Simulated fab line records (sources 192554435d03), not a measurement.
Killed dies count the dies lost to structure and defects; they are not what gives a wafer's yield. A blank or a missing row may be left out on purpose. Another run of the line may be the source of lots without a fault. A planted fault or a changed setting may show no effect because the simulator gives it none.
fab line records	flow n5_finfet
record lots=14	wafers=42	last_day=19
route steps=1938 shown WELL_APT@45 PMOS_HMC_CHANNEL_EPI@57
lots untouched by any fault: they come from a run of this same line in which no faults occurred
start_h: start of the lot's first displayed wafer, in hours after the record's first day	wait_h: time in hours since the lot's previous step	" repeats the value in the row above	L1.1+2: one row covering several wafers at once	- value missing, or start not given	* or withheld: withheld	< > ~ a bound
route shown NAME@n: a module of which the file shows steps, and the number in the route of the first	usual: the fault-free wafers' mean and standard deviation	same: alike in all rows	chamber/n: place in a boat	sites: each site's reading	_std_site: standard deviation across them	_edge_site: inner sites' mean taken away from outer sites' mean	radius_mm: for every site, how far away it sits from the centre of the wafer	mask NAME#n: copy n	behind: the most recent tool/chamber to have shaped the wafer	hold: why the lot went on hold/how many hours it stayed there/how the hold came to an end	device: which transistor (n, p or np) failed to switch	end of line: tests of these same wafers at the route's end	for a step that has no rows: nothing shown but its recipe	killed: count of dies lost to structure and defects at first sort (not the wafer's yield)	map: a wafer's dies, x killed, . not, _ none there
set.NAME: setting as actually run; set.NAME@STEP: the setting as run at that earlier step	model.NAME: the simulator's own value behind a step, which no gauge read
a sample of lots followed through the steps of the route, with each step as a table and each wafer as a row
services: when a tool's chamber went out of use (start_h, in hours from the record's first day, below 0 if earlier), for how many hours, and the reason
## steps
# step N5_WELL_APT_INSPECT_27
# recipe mode=adi	inspect_instrument=macro
# usual raw_defect_count=2.2/1.4
lot.wafer	tool	chamber	start_h	wait_h	raw_defect_count
L278.2	defect_inspect-02	-	21.03	0.0	0
L278.3	"	-	"	"	2
L278.6	"	-	"	"	3
L279.2	defect_inspect-02	-	26.81	0.0	4
L279.4	"	-	"	"	1
L279.5	"	-	"	"	4
L285.2	defect_inspect-02	-	63.39	0.0	1
L285.4	"	-	"	"	3
L285.6	"	-	"	"	4
L286.2	defect_inspect-01	-	69.01	0.0	3
L286.4	"	-	"	"	1
L286.6	"	-	"	"	3
L287.1	defect_inspect-02	-	74.92	0.0	3
L287.3	"	-	"	"	3
L287.5	"	-	"	"	5
L291.2	defect_inspect-01	-	99.38	0.0	0
L291.5	"	-	"	"	3
L291.6	"	-	"	"	1
L292.2	defect_inspect-02	-	105.11	0.0	4
L292.4	"	-	"	"	4
L292.5	"	-	"	"	1
L294.1	defect_inspect-02	-	117.43	0.0	3
L294.3	"	-	"	"	2
L294.4	"	-	"	"	5
L295.1	defect_inspect-02	-	123.02	0.0	1
L295.4	"	-	"	"	3
L295.6	"	-	"	"	4
L296.1	defect_inspect-02	-	128.96	0.0	1
L296.2	"	-	"	"	0
L296.5	"	-	"	"	2
L297.1	defect_inspect-02	-	135.59	0.0	1
L297.2	"	-	"	"	4
L297.5	"	-	"	"	3
L298.2	defect_inspect-02	-	140.86	0.0	6
L298.4	"	-	"	"	2
L298.5	"	-	"	"	0
L299.1	defect_inspect-01	-	147.15	0.0	2
L299.5	"	-	"	"	3
L299.6	"	-	"	"	2
L300.1	defect_inspect-01	-	152.88	0.0	3
L300.2	"	-	"	"	1
L300.3	"	-	"	"	3
# step N5_PMOS_HMC_CHANNEL_EPI_HM_DEP_34
# recipe material=SiO2	target_thk_a=360	temp_c=400	precursor=TEOS/O2	pressure_torr=6.5	rf_w=900	teos_flow_sccm=161.4	gas=O2	flow_sccm=2650	time_s=6.9
# usual heater_power_w=569/64	showerhead_plenum_p_Torr=8.33/0.036	throttle_valve_pct=18.5/1.2
lot.wafer	tool	chamber	start_h	wait_h	heater_power_w	showerhead_plenum_p_Torr	throttle_valve_pct
L278.2	pecvd-02	0	22.94	0.0	576	8.32	20.4
L278.3	"	2	"	"	535	8.31	17.1
L278.6	"	0	"	"	583	8.33	20.4
L279.2	pecvd-03	1	28.52	0.0	470	8.34	19.5
L279.4	"	1	"	"	474	8.33	19.5
L279.5	"	2	"	"	441	8.34	17.8
L285.2	pecvd-02	1	65.33	0.0	695	8.36	19.3
L285.4	"	0	"	"	625	8.31	20.4
L285.6	"	2	"	"	604	8.30	17.5
L286.2	pecvd-03	0	71.07	0.0	590	8.30	17.0
L286.4	"	2	"	"	461	8.35	17.8
L286.6	"	1	"	"	530	8.34	19.7
L287.1	pecvd-02	0	76.95	0.0	547	8.33	20.1
L287.3	"	0	"	"	550	8.29	20.7
L287.5	"	0	"	"	564	8.33	20.8
L291.2	pecvd-02	2	101.99	0.0	535	8.34	17.4
L291.5	"	1	"	"	552	8.37	19.7
L291.6	"	2	"	"	546	8.30	17.3
L292.2	pecvd-03	2	107.06	0.0	503	8.36	17.6
L292.4	"	2	"	"	507	8.34	17.7
L292.5	"	0	"	"	523	8.29	16.8
L294.1	pecvd-04	0	119.37	0.0	578	8.30	17.7
L294.3	"	1	"	"	627	8.42	19.5
L294.4	"	0	"	"	579	8.30	17.9
L295.1	pecvd-02	0	125.46	0.0	619	8.33	20.6
L295.4	"	0	"	"	638	8.32	20.2
L295.6	"	2	"	"	609	8.29	17.3
L296.1	pecvd-02	1	131.09	0.0	633	8.38	19.5
L296.2	"	0	"	"	586	8.32	20.6
L296.5	"	1	"	"	630	8.36	19.4
L297.1	pecvd-03	1	137.33	0.0	515	8.35	19.6
L297.2	"	0	"	"	561	8.29	17.2
L297.5	"	1	"	"	545	8.30	19.6
L298.2	pecvd-02	1	142.58	0.0	655	8.34	19.5
L298.4	"	0	"	"	514	8.32	20.6
L298.5	"	2	"	"	595	8.28	17.3
L299.1	pecvd-04	2	149.07	0.0	679	8.34	17.5
L299.5	"	0	"	"	521	8.29	18.1
L299.6	"	1	"	"	485	8.42	19.4
L300.1	pecvd-02	2	155.19	0.0	539	8.30	17.4
L300.2	"	0	"	"	525	8.34	20.4
L300.3	"	1	"	"	579	8.36	19.5
# step N5_PMOS_HMC_CHANNEL_EPI_EXPOSE_06
# recipe mask_id=PMOS_HMC_BLK	na=1.35	source_shape=conventional	sigma_outer=0.8	polarization=unpolarized	target_cd_nm=240	dose_mj=41
# usual exposure_dose_mJ_cm2=40.96/0.041	focus_offset_nm=-0.1/0.57	sigma_outer=0.8/0
lot.wafer	tool	chamber	start_h	wait_h	mask	exposure_dose_mJ_cm2	focus_offset_nm	sigma_outer
L278.2	arfi_scanner-02	0	23.10	-	PMOS_HMC_BLK#0	40.97	1.2	0.8
L278.3	"	0	"	"	PMOS_HMC_BLK#0	40.98	0.0	0.8
L278.6	"	0	"	"	PMOS_HMC_BLK#0	40.95	0.6	0.8
L279.2	arfi_scanner-03	0	28.81	-	PMOS_HMC_BLK#0	41.00	-1.2	0.8
L279.4	"	0	"	"	PMOS_HMC_BLK#0	40.97	-1.4	0.8
L279.5	"	0	"	"	PMOS_HMC_BLK#0	41.02	-1.2	0.8
L285.2	arfi_scanner-01	0	65.49	-	PMOS_HMC_BLK#0	40.95	-0.3	0.8
L285.4	"	0	"	"	PMOS_HMC_BLK#0	41.02	0.0	0.8
L285.6	"	0	"	"	PMOS_HMC_BLK#0	41.04	-0.5	0.8
L286.2	arfi_scanner-03	-	71.36	-	PMOS_HMC_BLK#0	-	-	-
L286.4	"	-	"	"	PMOS_HMC_BLK#0	-	-	-
L286.6	"	-	"	"	PMOS_HMC_BLK#0	-	-	-
L287.1	arfi_scanner-03	-	77.12	-	PMOS_HMC_BLK#0	-	-	-
L287.3	"	-	"	"	PMOS_HMC_BLK#0	-	-	-
L287.5	"	-	"	"	PMOS_HMC_BLK#0	-	-	-
L291.2	arfi_scanner-03	0	102.15	-	PMOS_HMC_BLK#0	40.93	-1.0	0.8
L291.5	"	0	"	"	PMOS_HMC_BLK#0	40.94	-0.9	0.8
L291.6	"	0	"	"	PMOS_HMC_BLK#0	40.93	-0.5	0.8
L292.2	arfi_scanner-03	0	107.22	-	PMOS_HMC_BLK#0	40.95	0.1	0.8
L292.4	"	0	"	"	PMOS_HMC_BLK#0	40.95	0.6	0.8
L292.5	"	0	"	"	PMOS_HMC_BLK#0	40.87	0.1	0.8
L294.1	arfi_scanner-02	0	119.65	-	PMOS_HMC_BLK#0	40.96	0.3	0.8
L294.3	"	0	"	"	PMOS_HMC_BLK#0	40.92	0.2	0.8
L294.4	"	0	"	"	PMOS_HMC_BLK#0	40.93	-1.4	0.8
L295.1	arfi_scanner-03	0	125.74	-	PMOS_HMC_BLK#0	40.93	0.9	0.8
L295.4	"	0	"	"	PMOS_HMC_BLK#0	40.90	0.3	0.8
L295.6	"	0	"	"	PMOS_HMC_BLK#0	40.80	0.4	0.8
L296.1	arfi_scanner-02	0	131.37	-	PMOS_HMC_BLK#0	41.03	0.4	0.8
L296.2	"	0	"	"	PMOS_HMC_BLK#0	41.01	-0.9	0.8
L296.5	"	0	"	"	PMOS_HMC_BLK#0	41.00	-0.1	0.8
L297.1	arfi_scanner-01	0	137.61	-	PMOS_HMC_BLK#0	41.01	0.1	0.8
L297.2	"	0	"	"	PMOS_HMC_BLK#0	41.01	-0.1	0.8
L297.5	"	0	"	"	PMOS_HMC_BLK#0	40.98	0.3	0.8
L298.2	arfi_scanner-01	0	142.74	-	PMOS_HMC_BLK#0	40.94	0.0	0.8
L298.4	"	0	"	"	PMOS_HMC_BLK#0	40.95	0.1	0.8
L298.5	"	0	"	"	PMOS_HMC_BLK#0	40.94	0.7	0.8
L299.1	arfi_scanner-02	0	149.35	-	PMOS_HMC_BLK#0	40.97	0.7	0.8
L299.5	"	0	"	"	PMOS_HMC_BLK#0	40.94	0.4	0.8
L299.6	"	0	"	"	PMOS_HMC_BLK#0	40.97	0.2	0.8
L300.1	arfi_scanner-02	0	155.35	-	PMOS_HMC_BLK#0	40.94	-0.6	0.8
L300.2	"	0	"	"	PMOS_HMC_BLK#0	41.00	-0.3	0.8
L300.3	"	0	"	"	PMOS_HMC_BLK#0	40.93	-0.6	0.8
# step N5_PMOS_HMC_CHANNEL_EPI_DESCUM_14
# recipe chemistry=O2	time_s=7.9	source_power_w=50	bias_power_w=20	pressure_mtorr=20	rf_frequency_hz=2.712e+07	temp_c=40	resist=CAR-ArF-block	o2_flow_sccm=225
# usual bias_power_w=20.00/0.058	drypump_motor_current_A=5.8/0.55	oes_product_au=0.77/0.054	rf_vpp_V=243.1/1.5	showerhead_plenum_p_Torr=2.09/0.074	throttle_valve_pct=20.44/0.27
lot.wafer	tool	chamber	start_h	wait_h	bias_power_w	drypump_motor_current_A	oes_product_au	rf_hours_counter_h	rf_vpp_V	showerhead_plenum_p_Torr	throttle_valve_pct
L278.2	rie_diel-05	2	23.31	0.0	20.03	5.0	0.79	120	244.4	2.21	20.48
L278.3	"	1	"	"	19.97	6.1	0.86	59	241.5	2.10	19.98
L278.6	"	1	"	"	19.97	6.1	0.86	-	244.4	2.10	19.97
L279.2	rie_diel-02	3	29.05	0.1	20.02	5.6	0.90	31	241.8	1.98	20.36
L279.4	"	2	"	"	20.02	6.3	0.76	141	242.6	2.12	20.90
L279.5	"	1	"	"	19.99	5.0	0.71	-	242.9	2.16	20.66
L285.2	rie_diel-05	3	65.69	0.0	20.01	6.1	0.77	123	242.7	2.09	20.65
L285.4	"	2	"	"	20.06	5.0	0.76	131	246.4	2.21	20.50
L285.6	"	3	"	"	20.02	6.2	0.77	-	245.0	2.09	20.65
L286.2	rie_diel-02	3	71.56	0.0	19.94	5.6	0.87	43	241.0	1.97	20.37
L286.4	"	1	"	"	19.94	5.1	0.69	235	243.6	2.15	20.69
L286.6	"	0	"	"	19.97	5.5	0.72	-	242.2	1.98	20.27
L287.1	rie_diel-02	0	77.33	0.0	19.93	5.5	0.71	193	242.2	1.98	20.27
L287.3	"	3	"	"	19.99	5.6	0.87	45	242.8	1.97	20.38
L287.5	"	3	"	"	19.94	5.6	0.87	-	242.3	1.97	20.38
L291.2	rie_diel-05	3	102.41	0.1	19.97	6.1	0.75	134	242.7	2.09	20.67
L291.5	"	0	"	"	20.06	5.9	0.70	-	243.7	2.15	20.12
L291.6	"	3	"	"	19.97	6.2	0.76	-	242.0	2.09	20.65
L292.2	rie_diel-06	1	107.76	0.4	19.88	5.0	0.76	121	244.5	2.10	20.47
L292.4	"	0	"	"	20.12	5.1	0.79	124	244.5	2.13	20.29
L292.5	"	2	"	"	20.05	6.6	0.82	-	243.9	2.12	20.40
L294.1	rie_diel-05	1	120.22	0.4	19.93	6.1	0.83	87	243.5	2.09	20.00
L294.3	"	3	"	"	19.97	6.1	0.75	140	242.3	2.09	20.65
L294.4	"	0	"	"	20.03	5.9	0.71	215	243.0	2.14	20.14
L295.1	rie_diel-02	1	126.13	0.2	19.98	5.1	0.68	250	243.9	2.15	20.71
L295.4	"	0	"	"	20.09	5.5	0.71	208	240.9	1.97	20.29
L295.6	"	1	"	"	19.92	5.1	0.68	-	245.9	2.15	20.72
L296.1	rie_diel-02	3	131.58	0.0	19.99	5.6	0.84	64	240.3	1.97	20.38
L296.2	"	2	"	"	19.86	6.4	0.73	173	241.7	2.11	20.97
L296.5	"	2	"	"	19.91	6.3	0.73	-	243.5	2.11	20.96
L297.1	rie_diel-02	3	138.04	0.3	20.02	5.6	0.84	67	241.3	1.96	20.40
L297.2	"	2	"	"	19.95	6.3	0.73	177	242.9	2.11	20.98
L297.5	"	3	"	"	20.10	5.6	0.83	-	241.8	1.96	20.40
L298.2	rie_diel-02	2	142.94	0.0	19.94	6.3	0.74	178	243.8	2.10	20.97
L298.4	"	3	"	"	20.19	5.6	0.84	-	240.8	1.96	20.40
L298.5	"	0	"	"	19.97	5.5	0.71	-	242.4	1.97	20.28
L299.1	rie_diel-06	0	149.56	0.0	20.05	5.0	0.77	137	243.6	2.12	20.32
L299.5	"	0	"	"	20.05	5.0	0.78	-	244.0	2.12	20.32
L299.6	"	3	"	"	19.96	6.7	0.73	-	241.8	2.01	20.22
L300.1	rie_diel-05	3	155.60	0.1	20.03	6.1	0.75	151	243.0	2.09	20.67
L300.2	"	2	"	"	19.99	5.0	0.75	153	245.8	2.20	20.54
L300.3	"	0	"	"	20.00	5.9	0.69	225	244.0	2.14	20.17
## services
tool	chamber	start_h	hours	kind
arfi_scanner-01	-	6.31	1.3	pm
arfi_scanner-02	-	19.07	1.3	pm
arfi_scanner-02	-	30.30	3.8	repair
arfi_scanner-03	-	34.09	1.3	pm
arfi_scanner-03	-	40.93	2.6	repair
arfi_scanner-03	-	54.15	4.9	pm
arfi_scanner-03	-	68.91	1.0	pm
arfi_scanner-02	-	71.20	1.0	pm
arfi_scanner-02	-	72.20	0.8	pm
pecvd-02	1	72.58	4.4	repair
arfi_scanner-01	-	73.82	0.6	repair
arfi_scanner-02	-	74.83	24.0	pm
arfi_scanner-01	-	77.52	1.0	pm
rie_diel-02	-	80.06	1.9	repair
rie_diel-05	2	87.35	9.5	repair
arfi_scanner-03	-	91.82	0.8	pm
arfi_scanner-02	-	98.83	1.0	pm
arfi_scanner-03	-	99.72	2.3	repair
pecvd-02	0	105.62	5.7	repair
arfi_scanner-03	-	111.47	0.7	repair
rie_diel-02	0	126.38	8.9	repair
rie_diel-05	2	127.91	4.1	repair
arfi_scanner-02	-	144.59	1.3	pm
pecvd-02	-	150.27	0.6	repair
## key
first_sign step=N5_PMOS_HMC_CHANNEL_EPI_EXPOSE_06	reading=tool_record	direction=missing
effect none on later readings
met_at N5_PMOS_HMC_CHANNEL_EPI_EXPOSE_06
struck_lots L286,L287
later_rows_left_out L286.2,L286.4,L286.6,L287.1,L287.3,L287.5
sort_left_out L286.2,L286.4,L286.6,L287.1,L287.3,L287.5
tester_left_out L286,L287
not_acting_at N5_WELL_APT_INSPECT_27,N5_PMOS_HMC_CHANNEL_EPI_HM_DEP_34,N5_PMOS_HMC_CHANNEL_EPI_DESCUM_14
onset_between 28.81 71.36
fault kind=skipped_step_whole	tool=arfi_scanner-03	chamber=-	onset_h=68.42	steps=N5_PMOS_HMC_CHANNEL_EPI_EXPOSE_06	scope=struck_lots_only
# tester_left_out: of these lots the tester's yield and bins aren't shown, on N5 and GAA mostly nor the transistor test; their killed dies are dies lost to structure and defects alone, not to doping, threshold or leakage, so they don't give the yield
# sort_left_out: the simulated sort isn't trusted on such a fault, so these wafers' sort isn't shown, and their yield isn't known
# later_rows_left_out: the simulator's readings of these wafers behind a module that went badly wrong aren't trusted and aren't shown, but for the sort
